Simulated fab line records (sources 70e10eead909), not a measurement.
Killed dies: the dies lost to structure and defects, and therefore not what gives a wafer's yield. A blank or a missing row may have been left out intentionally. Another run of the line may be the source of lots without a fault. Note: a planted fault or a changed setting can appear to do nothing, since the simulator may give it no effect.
Chamber matching + flow nand-harc + NHARC_A_SLIT_ETCH_24 on rie-diel-11: 4 sister chambers
The step etches the open film in CF4/CHF3, target depth 121 nm, time 60.5 s. 18 wafers are shown with their chamber, then 9 later ones without.

EACH WAFER AND ITS CHAMBER
| wafer  | chamber | showerhead-plenum-p-Torr (Torr) | rf-vpp-V (V) | throttle-valve-pct (%) |
|--------|---------|---------------------------------|--------------|------------------------|
| L077.2 | 2       | 1.47                            | 367.9        | 16.815                 |
| L077.4 | 0       | 1.63                            | 372.4        | 16.807                 |
| L077.6 | 0       | 1.63                            | 371.9        | 16.798                 |
| L079.2 | 2       | 1.47                            | 368.2        | 16.816                 |
| L079.5 | 1       | 1.54                            | 368.7        | 16.817                 |
| L079.6 | 2       | 1.47                            | 367.7        | 16.813                 |
| L084.1 | 0       | 1.63                            | 373.2        | 16.800                 |
| L084.3 | 2       | 1.47                            | 367.9        | 16.818                 |
| L084.4 | 3       | 1.63                            | 372.3        | 16.793                 |
| L085.4 | 2       | 1.47                            | 366.7        | 16.801                 |
| L085.5 | 3       | 1.63                            | 371.8        | 16.813                 |
| L085.6 | 2       | 1.47                            | 367.2        | 16.809                 |
| L086.1 | 1       | 1.53                            | 368.8        | 16.800                 |
| L086.2 | 2       | 1.47                            | 368.2        | 16.806                 |
| L086.3 | 3       | 1.63                            | 372.8        | 16.799                 |
| L090.4 | 2       | 1.47                            | 367.3        | 16.821                 |
| L090.5 | 1       | 1.53                            | 369.6        | 16.806                 |
| L090.6 | 2       | 1.47                            | 366.6        | 16.798                 |

SIGNATURES, as means of the wafers listed above
| reading                  | chamber 0 | chamber 1 | chamber 2 | chamber 3 | scatter within a chamber |
|--------------------------|-----------|-----------|-----------|-----------|--------------------------|
| showerhead-plenum-p-Torr | 1.6300    | 1.5333    | 1.4700    | 1.6300    | 0.00218                  |
| rf-vpp-V                 | 372.500   | 369.033   | 367.522   | 372.300   | 0.583                    |
| throttle-valve-pct       | 16.80167  | 16.80767  | 16.81078  | 16.80167  | 0.008                    |
Rule: for a wafer and a chamber, the distance is found by dividing, reading by reading, the gap between the wafer's reading and the chamber's mean by the reading's scatter, squaring, summing and taking the root. The wafer belongs to the nearest chamber; if the next one is less than 2 further off, it can't be placed. The scatter is the square root of a quotient: the sum, over the shown wafers, of each reading's squared deviation from its chamber's mean, divided by wafers minus chambers.

WAFERS WITHOUT THEIR CHAMBER
| wafer  | showerhead-plenum-p-Torr (Torr) | rf-vpp-V (V) | throttle-valve-pct (%) |
|--------|---------------------------------|--------------|------------------------|
| L087.1 | 1.63                            | 371.9        | 16.805                 |
| L087.4 | 1.63                            | 373.1        | 16.813                 |
| L087.6 | 1.53                            | 367.8        | 16.816                 |
| L096.2 | 1.63                            | 371.9        | 16.795                 |
| L096.3 | 1.53                            | 369.6        | 16.812                 |
| L096.4 | 1.63                            | 371.8        | 16.813                 |
| L097.1 | 1.63                            | 371.6        | 16.809                 |
| L097.4 | 1.47                            | 367.9        | 16.799                 |
| L097.5 | 1.63                            | 373.4        | 16.808                 |

EACH ONE'S CHAMBER
| wafer  | from the rows above     | in truth |
|--------|-------------------------|----------|
| L087.1 | can't be placed: 3 or 0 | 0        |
| L087.4 | can't be placed: 0 or 3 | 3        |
| L087.6 | 1                       | 1        |
| L096.2 | can't be placed: 3 or 0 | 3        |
| L096.3 | 1                       | 1        |
| L096.4 | can't be placed: 3 or 0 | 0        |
| L097.1 | can't be placed: 3 or 0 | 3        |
| L097.4 | 2                       | 2        |
| L097.5 | can't be placed: 0 or 3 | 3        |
3 of 9 placed correctly. Cannot be placed on the basis of these rows: 6; the candidates contain the true chamber in 6. Number placed wrongly: 0.
